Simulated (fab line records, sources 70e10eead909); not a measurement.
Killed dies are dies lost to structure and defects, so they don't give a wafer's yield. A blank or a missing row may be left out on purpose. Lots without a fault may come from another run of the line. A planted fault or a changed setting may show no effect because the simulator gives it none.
Chamber matching | flow nand_harc | NHARC_A_STAIRCASE_STRIP_476 on rie_diel-13: 4 sister chambers
The step strips in O2, time 20 s. 4 wafers are shown with their chamber, then 9 later ones without.

WAFERS WITH THEIR CHAMBER
wafer  | chamber | drypump_motor_current_A (A)
L083.3 | 2       | 5.9
L088.3 | 1       | 5.7
L088.5 | 0       | 5.4
L088.6 | 3       | 6.3

WAFERS WITHOUT THEIR CHAMBER
wafer  | drypump_motor_current_A (A)
L091.2 | 5.9
L091.3 | 6.3
L091.6 | 5.9
L093.3 | 6.2
L093.5 | 5.4
L093.6 | 5.7
L095.1 | 5.4
L095.4 | 6.2
L095.5 | 5.9

WHICH CHAMBER EACH WENT THROUGH
wafer  | from the rows above | in truth
L091.2 | 2                   | 2
L091.3 | 3                   | 3
L091.6 | 2                   | 2
L093.3 | 3                   | 3
L093.5 | 0                   | 0
L093.6 | 1                   | 1
L095.1 | 0                   | 0
L095.4 | 3                   | 3
L095.5 | 2                   | 2
Placed correctly: 9 of 9. Can't be placed from these rows: 0. Placed wrongly: 0.
How it was worked out, from the rows above alone: a wafer's distance from a chamber is the root of the sum, over the readings, of the square of ((its reading less the chamber's mean) divided by the reading's scatter). The wafer belongs to the nearest chamber; if the next one is less than 2 further off, it can't be placed. A chamber's mean is the mean of its shown wafers. The scatter: with one shown wafer a chamber, the root of the mean of the squares of how far each hidden wafer lies from its nearest shown one.
